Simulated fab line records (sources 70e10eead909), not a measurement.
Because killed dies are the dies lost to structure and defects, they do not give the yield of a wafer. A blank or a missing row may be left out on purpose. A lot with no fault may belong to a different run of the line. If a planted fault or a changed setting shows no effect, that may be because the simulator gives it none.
fab line records	flow nand-harc	part 1 of 2: steps 1 to 4 of 6
record lots=23	wafers=69	last-day=34
route steps=1302 shown A_STAIRCASE@673
lots that met no fault: from a run of the same line without faults
start-h: the number of hours between the record's first day and the start of the first shown wafer of the lot	wait-h: hours from the lot's prior step to this one	" unchanged from the row above	L1.1+2: a row that stands for several wafers	- value missing, or start not given	* or withheld: withheld	< > ~ a bound
route shown NAME@n: NAME is a module with steps in the file, n the number in the route of the first one	usual: the fault-free wafers' mean and standard deviation	same: alike in all rows	chamber/n: place in a boat	sites: per-site readings	_std_site: how widely they spread, as a standard deviation	_edge_site: the outer-site mean with the inner-site mean subtracted	radius-mm: for every site, how far away it sits from the centre of the wafer	mask NAME#n: copy n	behind: the tool/chamber that last shaped the wafer	hold: cause of the lot's hold/its duration in hours/its outcome	device: names the non-switching transistor (n, p or np)	end of line: the route-end tests of the same wafers	for a step that has no rows: nothing shown but its recipe	killed: the dies lost at the first sort to structure and to defects; this is not the yield of the wafer	map: shows each die of a wafer: x if killed, . if not, _ if none is there
set.NAME: the setting the step ran with; set.NAME@STEP: the setting that earlier step ran with	model.NAME: the simulator's own value behind a step, which no gauge read
one table for each step of the route and one row for each wafer, over a sample of lots
services: a tool's chamber out of use, with start hour (start-h, from the record's first day; less than 0 if before it), hours out, and reason
## steps
# step NHARC_A_STAIRCASE_ETCH_17
# recipe target-depth-a=1000	time-s=40.5	ion-energy-ev=400	c4f8-flow-sccm=20	o2-flow-sccm=10	ar-flow-sccm=withheld	rf-w=600	bias-w=1000	chemistry=C4F8/O2
# usual oes-product-au=0.941/0.0098	rf-fwd-power-W=592.8/2.8	rf-vpp-V=896/6
lot.wafer	tool	chamber	start-h	wait-h	oes-product-au	rf-fwd-power-W	rf-hours-counter-h	rf-vpp-V
L075.3	rie-diel-13	1	-	-	0.938	591.5	2	889
L075.5	"	0	"	"	0.948	595.1	-	896
L075.6	"	1	"	"	0.947	589.5	-	889
L074.2	rie-diel-11	2	-	-	0.941	594.3	32	894
L074.1	"	3	"	"	0.940	590.1	34	899
L074.5	"	0	"	"	0.931	591.6	-	889
L076.2	rie-diel-11	0	-	-	0.923	588.5	39	888
L076.3	"	1	"	"	0.945	591.3	39	893
L076.1	"	2	"	"	0.930	593.9	37	894
L077.2	rie-diel-13	2	-	-	0.959	597.9	5	907
L077.3	"	0	"	"	0.948	596.1	6	895
L077.6	"	2	"	"	0.970	594.2	-	906
L078.2	rie-diel-08	0	-	-	0.943	591.8	12	907
L078.4	"	2	"	"	0.928	585.5	10	898
L078.5	"	3	"	"	0.928	594.7	-	904
L079.3	rie-diel-11	1	-	-	0.948	597.0	49	894
L079.4	"	3	"	"	0.941	589.5	51	897
L079.5	"	2	"	"	0.941	593.7	-	894
L082.1	rie-diel-11	0	-	-	0.946	591.8	55	887
L082.5	"	3	"	"	0.949	587.5	-	897
L082.6	"	0	"	"	0.950	590.2	-	889
L080.3	rie-diel-08	3	-	-	0.942	598.9	18	905
L080.6	"	2	"	"	0.943	590.7	-	897
L080.5	"	3	"	"	0.924	595.6	-	904
L081.3	rie-diel-13	2	-	-	0.956	593.6	28	906
L081.1	"	3	"	"	0.934	591.8	26	898
L081.4	"	1	"	"	0.949	588.9	29	887
L083.1	rie-diel-13	3	-	-	0.940	592.6	29	898
L083.6	"	2	"	"	0.946	594.6	-	905
L083.5	"	3	"	"	0.931	591.5	-	899
L085.1	rie-diel-08	2	-	-	0.952	590.5	27	896
L085.3	"	1	"	"	0.925	594.1	29	892
L085.5	"	2	"	"	0.930	591.1	-	896
L086.4	rie-diel-08	3	-	-	0.946	596.6	38	904
L086.1	"	0	"	"	0.963	593.6	37	904
L086.5	"	3	"	"	0.946	594.9	-	903
L087.3	rie-diel-08	2	-	-	0.937	595.4	38	896
L087.1	"	3	"	"	0.938	597.1	41	904
L087.2	"	1	"	"	0.941	594.5	42	892
L088.1	rie-diel-08	3	-	-	0.931	594.2	41	903
L088.4	"	0	"	"	0.937	597.5	43	906
L088.5	"	3	"	"	0.922	594.0	-	906
L091.1	rie-diel-11	3	-	-	0.941	588.7	22	898
L091.5	"	2	"	"	0.924	594.4	-	894
L091.6	"	3	"	"	0.935	590.8	-	897
L089.3	rie-diel-11	2	-	-	0.949	590.6	23	895
L089.5	"	0	"	"	0.939	595.0	-	888
L089.6	"	1	"	"	0.941	589.1	-	892
L090.3	rie-diel-08	1	-	-	0.934	592.2	47	891
L090.2	"	2	"	"	0.924	591.4	44	897
L090.1	"	3	"	"	0.933	591.4	46	902
L092.2	rie-diel-13	0	-	-	0.921	597.0	0	895
L092.1	"	3	"	"	0.941	592.8	0	897
L092.5	"	1	"	"	0.956	590.5	-	888
L095.1	rie-diel-13	2	-	-	0.952	596.6	6	906
L095.4	"	3	"	"	0.928	593.1	6	897
L095.3	"	0	"	"	0.935	593.5	8	895
L094.1	rie-diel-11	0	-	-	0.931	592.6	33	887
L094.4	"	2	"	"	0.942	591.7	38	892
L094.3	"	3	"	"	0.933	589.5	35	897
L093.2	rie-diel-13	1	-	-	0.954	587.9	10	887
L093.4	"	0	"	"	0.945	595.1	10	894
L093.6	"	1	"	"	0.954	588.1	-	888
L096.4	rie-diel-08	1	-	-	0.958	586.9	2	892
L096.1	"	3	"	"	0.931	595.7	5	903
L096.6	"	0	"	"	0.961	594.9	-	904
L097.2	rie-diel-13	0	-	-	0.929	596.1	19	893
L097.1	"	1	"	"	0.943	590.4	21	887
L097.5	"	0	"	"	0.939	594.7	-	894
# step NHARC_A_STAIRCASE_TRIM_187
# recipe time-s=211.2	o2-flow-sccm=500	ar-flow-sccm=0	bias-w=0	chemistry=O2
# usual drypump-motor-current-A=6.0/0.52	oes-product-au=1.000/0.0088	rf-vpp-V=57.8/0.92	showerhead-plenum-p-Torr=3.53/0.16	throttle-valve-pct=17.037/0.0097
lot.wafer	tool	chamber	start-h	wait-h	drypump-motor-current-A	oes-product-au	rf-hours-counter-h	rf-vpp-V	showerhead-plenum-p-Torr	throttle-valve-pct
L075.3	rie-diel-08	0	364.91	0.1	4.9	1.005	55	57.4	3.27	17.035
L075.6	"	1	"	"	6.4	1.017	-	57.2	3.45	17.052
L075.5	"	2	"	"	5.5	1.010	-	57.3	3.57	17.045
L074.1	rie-diel-11	1	366.03	0.6	6.2	1.001	38	57.5	3.45	17.053
L074.2	"	2	"	"	6.6	0.997	36	58.1	3.48	17.046
L074.5	"	0	"	"	6.2	0.987	-	56.1	3.32	17.042
L076.3	rie-diel-11	0	373.11	0.1	6.2	0.991	40	55.4	3.32	17.027
L076.2	"	1	"	"	6.2	0.994	40	58.6	3.45	17.053
L076.1	"	2	"	"	6.6	0.994	39	57.5	3.48	17.050
L077.2	rie-diel-13	3	385.70	0.2	5.9	1.001	7	59.2	3.58	17.038
L077.3	"	1	"	"	6.7	0.997	6	57.7	3.33	17.040
L077.6	"	2	"	"	6.0	1.012	-	58.7	3.80	17.020
L078.4	rie-diel-08	3	407.61	0.1	6.3	1.004	13	56.8	3.77	17.040
L078.2	"	0	"	"	4.9	0.998	13	58.2	3.80	17.049
L078.5	"	3	"	"	6.3	0.999	-	58.7	3.77	17.030
L079.3	rie-diel-08	0	413.54	0.1	4.9	1.006	15	58.0	3.80	17.053
L079.4	"	1	"	"	6.5	1.008	14	58.6	3.44	17.030
L079.5	"	0	"	"	4.9	1.009	-	59.7	3.80	17.042
L082.1	rie-diel-11	2	429.18	0.1	6.6	1.011	56	58.3	3.47	17.046
L082.5	"	3	"	"	6.1	1.001	-	57.2	3.57	17.049
L082.6	"	0	"	"	6.2	1.008	-	57.0	3.31	17.049
L080.3	rie-diel-13	3	430.26	0.1	5.8	1.000	19	58.3	3.57	17.041
L080.6	"	1	"	"	6.7	0.999	-	57.7	3.32	17.043
L080.5	"	2	"	"	6.0	1.008	-	59.6	3.80	17.037
L081.1	rie-diel-13	3	449.72	0.1	5.8	0.990	27	57.9	3.57	17.051
L081.3	"	0	"	"	5.1	1.001	28	58.1	3.50	17.037
L081.4	"	1	"	"	6.6	1.022	31	58.8	3.32	17.021
L083.1	rie-diel-13	3	458.93	0.1	5.8	1.004	29	57.7	3.56	17.030
L083.5	"	2	"	"	6.0	1.023	-	59.8	3.79	17.033
L083.6	"	3	"	"	5.8	1.018	-	58.3	3.56	17.035
L085.3	rie-diel-11	0	465.15	0.1	6.2	1.005	4	57.8	3.31	17.034
L085.1	"	2	"	"	6.6	0.994	6	56.1	3.47	17.043
L085.5	"	0	"	"	6.2	1.002	-	58.5	3.31	17.020
L086.4	rie-diel-13	2	489.09	0.1	6.0	1.002	41	59.1	3.78	17.018
L086.1	"	0	"	"	5.1	0.997	35	57.6	3.49	17.032
L086.5	"	3	"	"	5.8	1.000	-	58.2	3.56	17.030
L087.1	rie-diel-13	1	504.42	0.2	6.7	1.000	47	56.1	3.31	17.035
L087.2	"	2	"	"	6.0	1.001	45	59.0	3.78	17.044
L087.3	"	3	"	"	5.8	0.997	42	59.6	3.56	17.017
L088.1	rie-diel-11	1	505.21	0.1	6.2	0.985	18	57.8	3.43	17.050
L088.4	"	3	"	"	6.1	0.995	20	57.3	3.56	17.040
L088.5	"	0	"	"	6.2	1.004	-	56.8	3.30	17.020
L091.1	rie-diel-08	2	514.42	0.1	5.5	0.993	43	57.1	3.54	17.024
L091.5	"	3	"	"	6.3	0.980	-	57.8	3.75	17.029
L091.6	"	0	"	"	4.9	1.013	-	58.8	3.78	17.026
L089.3	rie-diel-11	2	514.69	0.1	6.6	0.987	24	56.9	3.46	17.034
L089.5	"	1	"	"	6.2	0.988	-	58.1	3.43	17.042
L089.6	"	2	"	"	6.6	0.988	-	57.3	3.46	17.034
L090.3	rie-diel-08	2	520.39	0.1	5.5	1.003	46	56.9	3.54	17.038
L090.1	"	3	"	"	6.3	0.985	48	58.3	3.75	17.043
L090.2	"	1	"	"	6.5	1.005	50	58.1	3.43	17.036
L092.2	rie-diel-13	1	532.13	0.1	6.7	0.996	1	57.6	3.30	17.018
L092.1	"	3	"	"	5.8	0.998	1	58.2	3.55	17.037
L092.5	"	1	"	"	6.7	0.993	-	55.9	3.30	17.023
L095.1	rie-diel-13	2	557.50	0.1	6.0	1.013	7	59.2	3.77	17.040
L095.4	"	3	"	"	5.9	0.988	7	57.5	3.55	17.029
L095.3	"	0	"	"	5.1	0.990	9	58.3	3.48	17.035
L094.4	rie-diel-08	2	558.26	0.1	5.6	1.001	1	58.2	3.53	17.055
L094.3	"	3	"	"	6.3	0.996	1	59.2	3.74	17.028
L094.1	"	1	"	"	6.5	1.015	0	57.5	3.42	17.055
L093.4	rie-diel-11	0	563.79	0.1	6.2	1.017	38	55.5	3.29	17.022
L093.2	"	1	"	"	6.2	1.007	41	58.1	3.42	17.036
L093.6	"	3	"	"	6.1	1.007	-	56.5	3.55	17.041
L096.1	rie-diel-13	1	575.05	0.1	6.6	1.014	14	56.7	3.30	17.033
L096.6	"	0	"	"	5.1	0.996	-	57.7	3.48	17.036
L096.4	"	1	"	"	6.6	1.005	-	56.2	3.30	17.038
L097.2	rie-diel-11	3	588.39	0.1	6.1	0.995	47	57.6	3.54	17.039
L097.1	"	0	"	"	6.2	0.995	48	57.3	3.28	17.028
L097.5	"	2	"	"	6.6	0.992	-	58.1	3.44	17.060
# step NHARC_A_STAIRCASE_TRIM_189
# recipe time-s=211.2	o2-flow-sccm=500	ar-flow-sccm=0	bias-w=0	chemistry=O2
# usual drypump-motor-current-A=6.0/0.54	oes-product-au=0.998/0.0088	rf-vpp-V=57.7/0.88	showerhead-plenum-p-Torr=3.53/0.16	throttle-valve-pct=17.036/0.0085
lot.wafer	tool	chamber	start-h	wait-h	drypump-motor-current-A	oes-product-au	rf-hours-counter-h	rf-vpp-V	showerhead-plenum-p-Torr	throttle-valve-pct
L075.3	rie-diel-08	0	-	-	4.8	1.005	55	57.1	3.27	17.029
L075.5	"	3	"	"	6.3	1.000	-	58.6	3.77	17.032
L075.6	"	0	"	"	4.8	1.000	-	56.2	3.27	17.023
L074.2	rie-diel-11	3	-	-	6.1	0.996	37	58.6	3.58	17.033
L074.1	"	1	"	"	6.2	0.996	38	56.8	3.45	17.033
L074.5	"	3	"	"	6.1	0.991	-	57.5	3.58	17.053
L076.3	rie-diel-11	0	-	-	6.2	0.988	41	58.7	3.32	17.039
L076.1	"	1	"	"	6.2	0.995	40	56.2	3.45	17.037
L076.2	"	2	"	"	6.6	1.000	39	57.1	3.48	17.057
L077.3	rie-diel-13	2	-	-	6.1	1.011	6	58.7	3.81	17.030
L077.2	"	0	"	"	5.1	1.003	7	56.2	3.51	17.032
L077.6	"	2	"	"	6.0	0.996	-	57.3	3.80	17.028
L078.2	rie-diel-08	0	-	-	4.9	1.016	13	57.8	3.80	17.043
L078.4	"	1	"	"	6.5	1.011	10	56.7	3.45	17.031
L078.5	"	1	"	"	6.5	1.000	-	58.2	3.45	17.042
L079.4	rie-diel-08	1	-	-	6.5	1.011	14	56.8	3.44	17.038
L079.3	"	3	"	"	6.3	0.985	15	57.1	3.76	17.029
L079.5	"	1	"	"	6.5	1.007	-	58.1	3.44	17.031
L082.1	rie-diel-11	3	-	-	6.1	1.000	57	57.6	3.57	17.039
L082.6	"	3	"	"	6.1	1.002	-	58.4	3.57	17.026
L082.5	"	0	"	"	6.2	1.011	-	56.3	3.31	17.044
L080.3	rie-diel-13	0	-	-	5.1	1.001	19	57.1	3.50	17.062
L080.6	"	2	"	"	6.0	1.004	-	58.8	3.80	17.048
L080.5	"	3	"	"	5.9	0.998	-	57.2	3.57	17.026
L081.4	rie-diel-13	3	-	-	5.8	1.001	27	58.0	3.57	17.036
L081.3	"	0	"	"	5.1	0.995	28	55.9	3.50	17.038
L081.1	"	2	"	"	5.9	1.012	30	58.0	3.79	17.032
L083.1	rie-diel-13	3	-	-	5.8	0.994	30	57.3	3.56	17.036
L083.5	"	0	"	"	5.1	1.004	-	57.5	3.50	17.043
L083.6	"	1	"	"	6.6	1.014	-	58.1	3.32	17.042
L085.1	rie-diel-11	3	-	-	6.1	1.001	6	57.6	3.56	17.044
L085.3	"	0	"	"	6.2	0.997	4	58.3	3.31	17.028
L085.5	"	0	"	"	6.2	1.007	-	57.3	3.30	17.048
L086.4	rie-diel-13	2	-	-	6.0	1.005	41	58.2	3.78	17.031
L086.1	"	0	"	"	5.1	0.992	35	58.0	3.49	17.028
L086.5	"	3	"	"	5.8	0.996	-	56.6	3.56	17.023
L087.1	rie-diel-13	1	-	-	6.6	0.990	47	57.0	3.31	17.023
L087.3	"	2	"	"	6.0	0.990	45	58.9	3.78	17.023
L087.2	"	3	"	"	5.8	1.000	42	57.6	3.56	17.020
L088.4	rie-diel-11	3	-	-	6.1	0.996	20	57.7	3.56	17.038
L088.1	"	1	"	"	6.2	0.989	18	58.4	3.43	17.043
L088.5	"	2	"	"	6.6	0.994	-	57.6	3.46	17.042
L091.1	rie-diel-08	3	-	-	6.3	0.991	45	59.1	3.75	17.039
L091.5	"	1	"	"	6.5	0.997	-	58.3	3.43	17.045
L091.6	"	2	"	"	5.5	0.991	-	56.8	3.54	17.029
L089.3	rie-diel-11	3	-	-	6.1	1.005	23	58.5	3.55	17.040
L089.6	"	0	"	"	6.2	1.002	-	56.7	3.30	17.035
L089.5	"	1	"	"	6.2	1.003	-	57.4	3.43	17.028
L090.1	rie-diel-08	0	-	-	4.9	0.994	50	57.5	3.78	17.035
L090.3	"	1	"	"	6.5	0.988	50	57.4	3.42	17.042
L090.2	"	3	"	"	6.3	0.972	49	58.5	3.75	17.039
L092.2	rie-diel-13	0	-	-	5.1	0.983	2	57.0	3.49	17.036
L092.1	"	1	"	"	6.7	0.998	2	56.9	3.30	17.029
L092.5	"	2	"	"	6.0	0.998	-	58.8	3.78	17.031
L095.4	rie-diel-13	2	-	-	6.1	1.014	7	57.6	3.77	17.044
L095.1	"	3	"	"	5.8	0.979	7	57.2	3.55	17.037
L095.3	"	0	"	"	5.0	0.986	9	58.6	3.48	17.044
L094.3	rie-diel-08	1	-	-	6.4	1.013	1	58.2	3.42	17.026
L094.1	"	2	"	"	5.5	1.009	1	57.6	3.53	17.042
L094.4	"	3	"	"	6.3	0.988	1	57.9	3.74	17.032
L093.4	rie-diel-11	3	-	-	6.1	0.993	38	58.7	3.55	17.052
L093.2	"	0	"	"	6.2	1.014	38	56.2	3.29	17.034
L093.6	"	3	"	"	6.1	1.003	-	57.6	3.55	17.033
L096.1	rie-diel-13	2	-	-	6.0	1.013	13	57.3	3.77	17.024
L096.6	"	0	"	"	5.0	0.992	-	58.3	3.48	17.038
L096.4	"	2	"	"	6.0	1.006	-	57.9	3.77	17.045
L097.2	rie-diel-11	1	-	-	6.2	0.982	56	59.0	3.41	17.037
L097.1	"	3	"	"	6.1	0.993	47	56.7	3.54	17.041
L097.5	"	2	"	"	6.6	0.996	-	58.9	3.44	17.034
# step NHARC_A_STAIRCASE_ETCH_197
# recipe target-depth-a=1000	time-s=40.5	ion-energy-ev=400	c4f8-flow-sccm=20	o2-flow-sccm=10	ar-flow-sccm=withheld	rf-w=600	bias-w=1000	chemistry=C4F8/O2
# usual oes-product-au=0.953/0.016	rf-fwd-power-W=593.0/2.8	rf-vpp-V=895/5.7
lot.wafer	tool	chamber	start-h	wait-h	oes-product-au	rf-fwd-power-W	rf-hours-counter-h	rf-vpp-V
L075.3	rie-diel-08	0	-	-	0.954	599.9	55	887
L075.5	"	0	"	"	0.963	596.8	-	886
L075.6	"	1	"	"	0.971	592.1	-	894
L074.1	rie-diel-08	2	-	-	0.971	591.3	65	899
L074.2	"	3	"	"	0.957	597.7	59	903
L074.5	"	1	"	"	0.985	589.3	-	894
L076.1	rie-diel-13	3	-	-	0.958	594.0	4	897
L076.2	"	0	"	"	0.959	597.4	4	895
L076.3	"	1	"	"	0.967	589.4	4	887
L077.3	rie-diel-11	2	-	-	0.968	592.7	41	895
L077.2	"	0	"	"	0.961	594.4	42	888
L077.6	"	3	"	"	0.972	588.4	-	897
L078.2	rie-diel-13	1	-	-	0.978	591.4	14	889
L078.4	"	3	"	"	0.972	590.4	13	899
L078.5	"	0	"	"	0.955	594.6	-	897
L079.4	rie-diel-08	0	-	-	0.937	591.0	16	907
L079.3	"	1	"	"	0.929	593.1	14	893
L079.5	"	1	"	"	0.942	593.6	-	894
L082.1	rie-diel-08	1	-	-	0.962	593.9	18	893
L082.6	"	3	"	"	0.973	595.7	-	905
L082.5	"	0	"	"	0.975	594.9	-	906
L080.3	rie-diel-08	1	-	-	0.976	591.6	18	894
L080.5	"	0	"	"	0.979	597.5	-	906
L080.6	"	1	"	"	0.974	594.5	-	892
L081.1	rie-diel-11	0	-	-	0.967	595.2	1	889
L081.4	"	1	"	"	0.954	588.7	1	894
L081.3	"	2	"	"	0.956	593.7	1	893
L083.1	rie-diel-13	2	-	-	0.954	594.1	33	905
L083.6	"	2	"	"	0.947	594.8	-	904
L083.5	"	3	"	"	0.939	593.2	-	896
L085.3	rie-diel-11	0	-	-	0.941	596.2	5	887
L085.1	"	2	"	"	0.931	594.0	7	895
L085.5	"	1	"	"	0.957	591.8	-	892
L086.1	rie-diel-11	0	-	-	0.959	591.5	12	887
L086.4	"	2	"	"	0.973	593.7	13	892
L086.5	"	3	"	"	0.970	588.0	-	896
L087.2	rie-diel-13	1	-	-	0.941	585.9	48	889
L087.1	"	2	"	"	0.940	597.3	46	903
L087.3	"	3	"	"	0.952	588.3	42	897
L088.4	rie-diel-11	0	-	-	0.951	595.4	17	887
L088.1	"	1	"	"	0.946	588.6	18	892
L088.5	"	1	"	"	0.951	590.8	-	892
L091.1	rie-diel-13	2	-	-	0.943	597.7	49	905
L091.6	"	3	"	"	0.942	592.7	-	899
L091.5	"	0	"	"	0.951	594.2	-	893
L089.3	rie-diel-11	3	-	-	0.931	590.7	23	896
L089.5	"	0	"	"	0.943	594.6	-	887
L089.6	"	1	"	"	0.935	590.1	-	891
L090.3	rie-diel-11	2	-	-	0.942	595.1	27	893
L090.2	"	3	"	"	0.925	588.6	26	898
L090.1	"	0	"	"	0.926	596.2	22	886
L092.1	rie-diel-13	3	-	-	0.932	593.0	2	897
L092.2	"	0	"	"	0.932	592.5	2	895
L092.5	"	3	"	"	0.930	591.6	-	897
L095.4	rie-diel-13	3	-	-	0.924	591.5	7	898
L095.1	"	0	"	"	0.925	592.1	9	894
L095.3	"	2	"	"	0.950	595.4	7	903
L094.1	rie-diel-08	2	-	-	0.959	593.3	1	896
L094.3	"	3	"	"	0.936	594.8	1	902
L094.4	"	2	"	"	0.960	595.4	-	895
L093.4	rie-diel-13	0	-	-	0.959	595.7	11	895
L093.2	"	2	"	"	0.977	594.6	9	905
L093.6	"	3	"	"	0.960	592.9	-	896
L096.4	rie-diel-11	2	-	-	0.956	593.3	47	893
L096.1	"	3	"	"	0.963	590.8	42	896
L096.6	"	1	"	"	0.952	592.3	-	892
L097.2	rie-diel-13	1	-	-	0.975	588.0	22	888
L097.1	"	2	"	"	0.969	593.2	20	904
L097.5	"	0	"	"	0.951	594.6	-	895
